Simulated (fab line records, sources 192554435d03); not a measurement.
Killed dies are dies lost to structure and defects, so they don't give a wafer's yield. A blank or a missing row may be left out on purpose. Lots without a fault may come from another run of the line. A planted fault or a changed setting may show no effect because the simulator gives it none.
Which tool did it? | flow n5_finfet | 24 lots, 72 wafers sampled, at 5 steps of a route of 1938

WHAT THE GAUGES READ, wafer by wafer
N5_BEOL_M13_OVL_MEAS_11.
lot  | measured     | on         | V12_OVL (nm)
L075 | day 12 04:14 | overlay-01 | 5 7 8
L074 | day 12 18:23 | overlay-01 | -5 -4 1
L076 | day 12 18:49 | overlay-01 | 1 6 6
L077 | day 12 23:21 | overlay-02 | 3 1 4
L078 | day 13 06:56 | overlay-01 | -3 5 -3
L079 | day 13 12:24 | overlay-01 | 3 -2 -3
L082 | day 13 15:44 | overlay-02 | 5 0 2
L081 | day 13 21:41 | overlay-02 | 2 8 -8
L080 | day 14 06:43 | overlay-01 | 9 -3 -1
L083 | day 14 08:10 | overlay-02 | 5 1 4
L084 | day 14 12:55 | overlay-02 | -1 9 13
L085 | day 14 13:43 | overlay-01 | 2 7 0
L086 | day 14 20:40 | overlay-02 | 0 3 11
L088 | day 15 15:16 | overlay-01 | -5 3 3
L087 | day 15 22:09 | overlay-02 | 0 1 0
L091 | day 16 00:49 | overlay-01 | 3 8 2
L089 | day 16 15:46 | overlay-02 | 0 1 0
L090 | day 16 23:45 | overlay-01 | 3 6 5
L093 | day 17 03:37 | overlay-01 | 5 6 2
L092 | day 17 15:41 | overlay-01 | -2 4 -2
L096 | day 18 08:30 | overlay-02 | -2 -1 1
L094 | day 18 09:07 | overlay-01 | 7 2 0
L095 | day 18 09:41 | overlay-02 | 10 4 16
L097 | day 18 11:49 | overlay-02 | 3 0 -3

N5_BEOL_M13_CD_MEAS_28: target cd 209.5 nm.
lot  | measured     | on        | cd_nm (nm)
L075 | day 12 05:08 | cd_sem-03 | 210.8 210.4 208.9
L074 | day 12 19:19 | cd_sem-01 | 209.3 209.4 209.2
L076 | day 12 19:44 | cd_sem-03 | 208.5 208.4 209.0
L077 | day 13 00:16 | cd_sem-02 | 208.9 208.2 208.0
L078 | day 13 08:04 | cd_sem-02 | 210.2 208.9 209.1
L079 | day 13 13:26 | cd_sem-03 | 207.9 210.3 208.7
L082 | day 13 16:43 | cd_sem-01 | 209.0 209.5 209.7
L081 | day 13 22:49 | cd_sem-03 | 210.1 210.2 208.9
L080 | day 14 07:41 | cd_sem-02 | 207.7 209.1 209.2
L083 | day 14 09:28 | cd_sem-02 | 210.1 210.2 208.5
L084 | day 14 13:50 | cd_sem-02 | 208.8 208.4 209.4
L085 | day 14 14:37 | cd_sem-01 | 209.1 208.4 208.3
L086 | day 14 23:02 | cd_sem-01 | 208.2 207.7 208.4
L088 | day 15 16:18 | cd_sem-02 | 209.9 210.4 207.5
L087 | day 15 23:13 | cd_sem-03 | 210.1 207.8 209.8
L091 | day 16 01:52 | cd_sem-03 | 207.0 207.2 207.3
L089 | day 16 16:48 | cd_sem-01 | 208.7 209.6 208.0
L090 | day 17 00:40 | cd_sem-01 | 210.5 209.6 209.1
L093 | day 17 04:32 | cd_sem-03 | 209.6 209.8 208.3
L092 | day 17 16:46 | cd_sem-03 | 211.2 209.1 207.9
L096 | day 18 09:44 | cd_sem-03 | 208.6 209.4 210.1
L094 | day 18 10:25 | cd_sem-03 | 211.6 209.4 209.7
L095 | day 18 10:37 | cd_sem-01 | 210.7 210.4 210.2
L097 | day 18 12:44 | cd_sem-02 | 209.3 207.9 209.2

N5_BEOL_M14_INSPECT_12: inspects for defects (macro).
lot  | measured     | on                | raw_defect_count
L075 | day 12 10:05 | defect_inspect-02 | 1 2 4
L074 | day 13 00:44 | defect_inspect-02 | 3 1 1
L076 | day 13 02:07 | defect_inspect-02 | 2 1 0
L077 | day 13 08:07 | defect_inspect-01 | 1 1 0
L078 | day 13 11:52 | defect_inspect-01 | 2 3 2
L079 | day 13 16:59 | defect_inspect-01 | 1 2 0
L082 | day 13 21:05 | defect_inspect-02 | 2 1 4
L081 | day 14 01:47 | defect_inspect-01 | 2 2 2
L080 | day 14 13:11 | defect_inspect-02 | 2 3 3
L083 | day 14 13:30 | defect_inspect-01 | 2 6 1
L084 | day 14 17:15 | defect_inspect-01 | 2 2 4
L085 | day 14 19:37 | defect_inspect-02 | 1 3 3
L086 | day 15 05:42 | defect_inspect-02 | 3 4 2
L088 | day 16 00:26 | defect_inspect-01 | 2 2 0
L087 | day 16 04:36 | defect_inspect-01 | 0 3 2
L091 | day 16 05:10 | defect_inspect-01 | 2 1 3
L089 | day 16 20:31 | defect_inspect-02 | 2 1 1
L090 | day 17 04:49 | defect_inspect-01 | 2 1 1
L093 | day 17 09:02 | defect_inspect-01 | 1 2 3
L092 | day 18 00:45 | defect_inspect-02 | 2 1 0
L096 | day 18 18:05 | defect_inspect-02 | 4 1 0
L094 | day 18 17:12 | defect_inspect-01 | 1 2 2
L095 | day 18 17:41 | defect_inspect-02 | 1 2 1
L097 | day 18 18:02 | defect_inspect-02 | 6 1 0

WHICH TOOL RAN EACH LOT (tool, then ch and the chambers of the sampled wafers, then the start)
lot  | N5_BEOL_M13_ETCH_68                | N5_BEOL_M13_PRE_CLEAN_42
L075 | rie_diel-03 ch 0,3, day 12 05:25   | pvd_sputter-01, day 12 08:16
L074 | rie_diel-03 ch 0,1,3, day 12 19:34 | pvd_sputter-02, day 12 22:17
L076 | rie_diel-03 ch 2,3, day 12 20:07   | pvd_sputter-03, day 13 00:17
L077 | rie_diel-01 ch 1,2, day 13 00:32   | pvd_sputter-03, day 13 06:18
L078 | rie_diel-02 ch 1,2,3, day 13 08:20 | pvd_sputter-03, day 13 10:04
L079 | rie_diel-02 ch 0,2,3, day 13 13:43 | pvd_sputter-02, day 13 14:46
L082 | rie_diel-01 ch 0,1,2, day 13 17:05 | pvd_sputter-03, day 13 19:07
L081 | rie_diel-03 ch 0,1, day 13 23:05   | pvd_sputter-03, day 13 23:50
L080 | rie_diel-01 ch 0,1, day 14 07:57   | pvd_sputter-01, day 14 11:06
L083 | rie_diel-03 ch 0,1,3, day 14 09:43 | pvd_sputter-03, day 14 11:16
L084 | rie_diel-03 ch 0,1,3, day 14 14:06 | pvd_sputter-02, day 14 15:26
L085 | rie_diel-02 ch 0,1,3, day 14 14:53 | pvd_sputter-01, day 14 17:48
L086 | rie_diel-02 ch 0,1,2, day 15 01:35 | pvd_sputter-01, day 15 03:52
L088 | rie_diel-02 ch 0,1,2, day 15 16:34 | pvd_sputter-01, day 15 22:20
L087 | rie_diel-03 ch 0,1,3, day 15 23:29 | pvd_sputter-01, day 16 02:40
L091 | rie_diel-01 ch 1,2, day 16 02:08   | pvd_sputter-02, day 16 03:22
L089 | rie_diel-03 ch 0,2,3, day 16 17:04 | pvd_sputter-02, day 16 18:33
L090 | rie_diel-01 ch 2,3, day 17 00:57   | pvd_sputter-02, day 17 02:38
L093 | rie_diel-02 ch 0,1,3, day 17 04:49 | pvd_sputter-01, day 17 07:14
L092 | rie_diel-01 ch 1,2,3, day 17 17:08 | pvd_sputter-01, day 17 22:47
L096 | rie_diel-01 ch 0,3, day 18 10:00   | pvd_sputter-02, day 18 15:41
L094 | rie_diel-01 ch 0,1,3, day 18 10:41 | pvd_sputter-03, day 18 14:54
L095 | rie_diel-02 ch 0,3, day 18 10:53   | pvd_sputter-01, day 18 15:19
L097 | rie_diel-02 ch 0,2, day 18 13:16   | pvd_sputter-01, day 18 15:41
- N5_BEOL_M13_ETCH_68: etches SOC in N2/H2, time 355 s.
- N5_BEOL_M13_PRE_CLEAN_42: time 30 s.

WHAT THE TOOLS THEMSELVES READ (means of the sampled wafers that have a number; where no wafer has one, the mark that the record gives instead)
N5_BEOL_M13_ETCH_68.
lot  | tool        | drypump_motor_current_A (A) | oes_product_au (a.u.) | rf_vpp_V (V) | showerhead_plenum_p_Torr (Torr) | throttle_valve_pct (%)
L075 | rie_diel-03 | 5.5                         | 0.73                  | 523.5        | 2.51                            | 18.14
L074 | rie_diel-03 | 5.6                         | 0.78                  | 525.4        | 2.58                            | 18.06
L076 | rie_diel-03 | 5.4                         | 0.73                  | 523.1        | 2.51                            | 18.06
L077 | rie_diel-01 | 5.7                         | 0.72                  | 524.5        | 2.59                            | 18.19
L078 | rie_diel-02 | 5.4                         | 0.76                  | 525.8        | 2.61                            | 18.01
L079 | rie_diel-02 | 5.5                         | 0.80                  | 524.2        | 2.56                            | 17.80
L082 | rie_diel-01 | 5.7                         | 0.71                  | 524.0        | 2.56                            | 18.18
L081 | rie_diel-03 | 5.6                         | 0.76                  | 524.0        | 2.59                            | 18.03
L080 | rie_diel-01 | 5.8                         | 0.69                  | 522.7        | 2.52                            | 18.17
L083 | rie_diel-03 | 5.6                         | 0.77                  | 525.0        | 2.58                            | 18.08
L084 | rie_diel-03 | 5.6                         | 0.76                  | 525.4        | 2.58                            | 18.08
L085 | rie_diel-02 | 5.5                         | 0.81                  | 525.0        | 2.60                            | 17.81
L086 | rie_diel-02 | 5.7                         | 0.74                  | 523.7        | 2.53                            | 17.93
L088 | rie_diel-02 | 5.7                         | 0.73                  | 523.4        | 2.53                            | 17.95
L087 | rie_diel-03 | 5.6                         | 0.75                  | 523.9        | 2.57                            | 18.08
L091 | rie_diel-01 | 5.7                         | 0.69                  | 525.3        | 2.58                            | 18.23
L089 | rie_diel-03 | 5.4                         | 0.71                  | 523.7        | 2.51                            | 18.13
L090 | rie_diel-01 | 6.2                         | 0.69                  | 522.2        | 2.49                            | 18.10
L093 | rie_diel-02 | 5.5                         | 0.78                  | 524.9        | 2.59                            | 17.85
L092 | rie_diel-01 | 6.0                         | 0.79                  | 522.3        | 2.51                            | 18.06
L096 | rie_diel-01 | 6.2                         | 0.78                  | 521.2        | 2.44                            | 17.97
L094 | rie_diel-01 | 6.1                         | 0.88                  | 521.0        | 2.47                            | 17.90
L095 | rie_diel-02 | 5.5                         | 0.80                  | 523.7        | 2.53                            | 17.65
L097 | rie_diel-02 | 5.7                         | 0.89                  | 522.9        | 2.48                            | 17.67

N5_BEOL_M13_PRE_CLEAN_42.
lot  | tool           | heater_power_w (W)
L075 | pvd_sputter-01 | 351
L074 | pvd_sputter-02 | 342
L076 | pvd_sputter-03 | 299
L077 | pvd_sputter-03 | 307
L078 | pvd_sputter-03 | 327
L079 | pvd_sputter-02 | 365
L082 | pvd_sputter-03 | 332
L081 | pvd_sputter-03 | 369
L080 | pvd_sputter-01 | 303
L083 | pvd_sputter-03 | 363
L084 | pvd_sputter-02 | 359
L085 | pvd_sputter-01 | 297
L086 | pvd_sputter-01 | 265
L088 | pvd_sputter-01 | 260
L087 | pvd_sputter-01 | 345
L091 | pvd_sputter-02 | 343
L089 | pvd_sputter-02 | 336
L090 | pvd_sputter-02 | 369
L093 | pvd_sputter-01 | 302
L092 | pvd_sputter-01 | 262
L096 | pvd_sputter-02 | 373
L094 | pvd_sputter-03 | 342
L095 | pvd_sputter-01 | 356
L097 | pvd_sputter-01 | 355

THE ANSWER, worked out from the rows above alone
Rule: what is usual is taken from the lots themselves. Put in order of their means at a reading, lots are off if they are a third of the lots or fewer, leave a main group of 4 or more, and stand apart from it by a gap of 3 or more times the standard deviation of the main group's means; of several such gaps the widest counts. A main group whose means are all the same, to the digits that the tables above print for the reading, isn't used. A lot without any number at a reading at which 4 lots or more have one is off too. The other lots that the step has rows for count as sound. The gauges are gone through in route order, then the tools' own readings, and for those a lot's mean is taken as printed above. The first step at which some lot is off is used, and at that step the reading that is off furthest; a lot without a number counts as furthest.
No lot is off at any reading shown: from this, nothing can be told.

WHAT THE SIMULATOR HAD PUT IN
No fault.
